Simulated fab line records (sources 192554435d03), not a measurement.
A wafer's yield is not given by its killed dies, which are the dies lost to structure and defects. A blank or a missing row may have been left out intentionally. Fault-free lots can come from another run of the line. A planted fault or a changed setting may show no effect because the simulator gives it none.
The tool behind it: which one?    flow n5 finfet    route of 1938 steps, sampled at 1 step: 24 lots, 72 wafers

## WHAT THE GAUGES SHOWED, per wafer
N5_HKMG_FIN_OVL_MEAS_13.
lot   measured     on          NWFM_OVL (nm)
L074  day 4 04:14  overlay-01  0.7 1.1 -0.2
L075  day 4 07:21  overlay-02  -0.5 -0.4 0.0
L076  day 4 16:35  overlay-02  1.2 0.3 1.1
L077  day 4 18:59  overlay-02  -1.4 0.0 -0.3
L078  day 5 02:47  overlay-01  0.5 0.1 1.0
L079  day 5 08:52  overlay-02  0.1 0.2 -0.3
L080  day 5 17:15  overlay-01  -0.9 0.3 -0.3
L081  day 6 03:56  overlay-01  -0.1 0.1 0.8
L082  day 6 04:06  overlay-02  0.1 -0.7 -0.7
L083  day 6 10:37  overlay-02  -0.3 -0.6 0.2
L084  day 6 12:18  overlay-02  -0.6 -0.7 0.4
L085  day 6 19:22  overlay-02  0.4 -0.5 -0.4
L086  day 7 03:00  overlay-01  1.0 0.2 0.3
L087  day 7 08:11  overlay-01  0.3 -0.6 0.1
L088  day 7 13:42  overlay-01  0.8 0.4 0.6
L089  day 7 23:11  overlay-01  -1.6 -1.8 -1.4
L090  day 8 04:14  overlay-01  1.7 -0.7 1.2
L091  day 8 10:20  overlay-02  -0.9 -0.5 -0.7
L093  day 8 22:16  overlay-01  -0.9 -0.9 -0.5
L092  day 9 04:53  overlay-02  0.0 0.3 0.6
L094  day 9 07:56  overlay-01  0.1 0.2 0.9
L095  day 9 12:28  overlay-01  0.1 0.7 0.9
L096  day 9 16:02  overlay-01  0.1 1.3 0.9
L097  day 9 23:07  overlay-01  -1.5 0.6 -0.6

## WHAT TOOL EACH LOT RAN ON (gives the tool, then ch and the chambers of the sampled wafers, and finally the start)
The record holds no process step before these readings.

## AS READ BY THE TOOLS THEMSELVES (means over the sampled wafers that have a number; for cases with no such wafer, the mark the record gives instead)
The record holds no such reading with a usual standard deviation.

## THE ANSWER, worked out from the rows above alone
Rule: the usual values come from the lots themselves. Put in order of their means at a reading, lots are off if they are a third of the lots or fewer, leave a main group of 4 or more, and stand apart from it by a gap of 3 or more times the standard deviation of the main group's means; of several such gaps the widest counts. Not used: any main group whose means are identical at the precision the tables above print for the reading. Also off: a lot with no number at a reading for which 4 or more lots have one. All remaining lots with rows at the step are treated as sound. First the gauges in route order, then the tools' own readings, where a lot's mean is used as printed above. The first step at which some lot is off is used, and at that step the reading that is off furthest; a lot without a number counts as furthest.
Across all readings shown, no lot is off: no conclusion can be drawn from this.

## WHAT HAD BEEN PUT IN BY THE SIMULATOR
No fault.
